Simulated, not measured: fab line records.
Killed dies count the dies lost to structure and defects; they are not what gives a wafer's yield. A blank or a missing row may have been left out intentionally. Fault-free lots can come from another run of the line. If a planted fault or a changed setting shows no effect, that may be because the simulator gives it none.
Split-lot experiment + flow n5_finfet + 21 wafers read across 7 lots, on a route 1938 steps long

THE SPLIT
At N5_SD_EPI_N_COAT_33 (time 60 s, resist thk 35 nm), the setting spin_rpm was moved away from the recipe's 1500 rpm on 5 of the 21 wafers read, by -6.1% to +9.3%. For the rest of the wafers, this setting stayed at what the recipe calls for.

FROM THE SPLIT TO THE READING: what the file shows between them, 2 steps
- N5_SD_EPI_N_DEVELOP_08: develop time 30 s (also split here: develop_time_s)
- N5_SD_EPI_N_DESCUM_14: chemistry O2, time 7.9 s

THE READING
etch.depth_nm (the simulator's own value, which no gauge read), in nm, at N5_SD_EPI_N_ETCH_34 (etches SiARC in CF4, target depth 45.5 nm, time 75.8 s). The file gives no usual value for it. Average 35.00 nm, standard deviation 0.099 nm, over the 16 wafers here run with the recipe.

| wafer  | tool, chamber at the split | spin_rpm as run, rpm | against the recipe | etch.depth_nm, nm | against lot-mates on the recipe |
|--------|----------------------------|----------------------|--------------------|-------------------|---------------------------------|
| L076.2 | litho_track-02, 0          | 1640                 | +9.3%              | 33.54             | -1.55                           |
| L076.4 | litho_track-02, 0          | 1500                 | recipe             | 35.16             | -                               |
| L076.6 | litho_track-02, 0          | 1500                 | recipe             | 35.03             | -                               |
| L083.1 | litho_track-05, 0          | 1598                 | +6.5%              | 34.03             | -0.99                           |
| L083.4 | litho_track-05, 0          | 1500                 | recipe             | 35.04             | -                               |
| L083.5 | litho_track-05, 0          | 1500                 | recipe             | 35.01             | -                               |
| L085.1 | litho_track-02, 0          | 1500                 | recipe             | 34.88             | -                               |
| L085.5 | litho_track-02, 0          | 1500                 | recipe             | 34.96             | -                               |
| L085.6 | litho_track-02, 0          | 1500                 | recipe             | 35.12             | -                               |
| L086.2 | litho_track-02, 0          | 1500                 | recipe             | 34.87             | -                               |
| L086.3 | litho_track-02, 0          | 1500                 | recipe             | 34.83             | -                               |
| L086.6 | litho_track-02, 0          | 1500                 | recipe             | 34.87             | -                               |
| L088.2 | litho_track-05, 0          | 1500                 | recipe             | 35.08             | -                               |
| L088.3 | litho_track-05, 0          | 1500                 | recipe             | 35.03             | -                               |
| L088.4 | litho_track-05, 0          | 1500                 | recipe             | 35.1              | -                               |
| L089.2 | litho_track-04, 0          | 1558                 | +3.9%              | 34.48             | -0.59                           |
| L089.4 | litho_track-04, 0          | 1500                 | recipe             | 35.11             | -                               |
| L089.6 | litho_track-04, 0          | 1500                 | recipe             | 35.02             | -                               |
| L096.1 | litho_track-02, 0          | 1500                 | recipe             | 34.92             | -                               |
| L096.2 | litho_track-02, 0          | 1408                 | -6.1%              | 35.98             | +1.06                           |
| L096.6 | litho_track-02, 0          | 1408                 | -6.1%              | 35.97             | +1.05                           |

FIT RESULTS
A straight line over all 21 wafers: etch.depth_nm changes by -0.155 nm for each +1% of spin_rpm; r = -0.98; the points scatter about the line by 0.093 nm.
The same after taking each lot's own level away (the mean of its wafers on the recipe; 21 wafers): -0.165 nm for each +1%; r = -1.00; scatter 0.055 nm.
According to that fit, moving spin_rpm by its largest amount changes the reading by 1.5 nm.
From 34.857 to 35.095 nm: that is the span of the lots' own levels, equal to 2.4 times the standard deviation above.
So the lot-to-lot level changes the slope little: the two slopes agree.
Check: -1.51 nm against its lot-mates is what the line predicts for one of the wafers moved furthest among these (+9.3%) when that wafer is left out of the fit. It came out at -1.55 nm against them.

THE OTHER SPLITS THESE WAFERS WENT THROUGH
Note: prior to the reading, these wafers also went through further splits. Each is held against what the fit with the lots' levels taken away leaves over:
| other split on the same wafers        | wafers away from the commonest value | r with etch.depth_nm (lot level and that fit taken away) |
|---------------------------------------|--------------------------------------|----------------------------------------------------------|
| N5_ZERO_LAYER_EXPOSE_08 dose_mj       | 7                                    | +0.22                                                    |
| N5_WELL_APT_COAT_02 spin_rpm          | 3                                    | +0.00                                                    |
| N5_DUMMY_GATE_CVD_03 temp_c           | 15                                   | -0.01                                                    |
| N5_SD_EPI_N_DEVELOP_08 develop_time_s | 5                                    | +0.20                                                    |

THE WHOLE CHAIN: every reading that the file lists as answering this split, in the file's order
| step                | what it does                                           | reading                                                                                   | change (the file's fit)               | r (the file's) |
|---------------------|--------------------------------------------------------|-------------------------------------------------------------------------------------------|---------------------------------------|----------------|
| N5_SD_EPI_N_COAT_33 | time 60 s, resist thk 35 nm                            | SiARC_of_SD_EPI_N_COAT_33.thk_nm (the simulator's own value, which no gauge read)         | -0.161 nm for each +1% of the setting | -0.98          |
| N5_SD_EPI_N_ETCH_34 | etches SiARC in CF4, target depth 45.5 nm, time 75.8 s | CAR-ArF-block_of_SD_EPI_N_COAT_03.thk_nm (the simulator's own value, which no gauge read) | +0.143 nm for each +1% of the setting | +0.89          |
| N5_SD_EPI_N_ETCH_34 | etches SiARC in CF4, target depth 45.5 nm, time 75.8 s | etch.depth_nm (the simulator's own value, which no gauge read)                            | -0.163 nm for each +1% of the setting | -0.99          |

THE FILE'S OWN FIT
etch.depth_nm changes by -0.163 nm for each +1% of spin_rpm, r = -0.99.
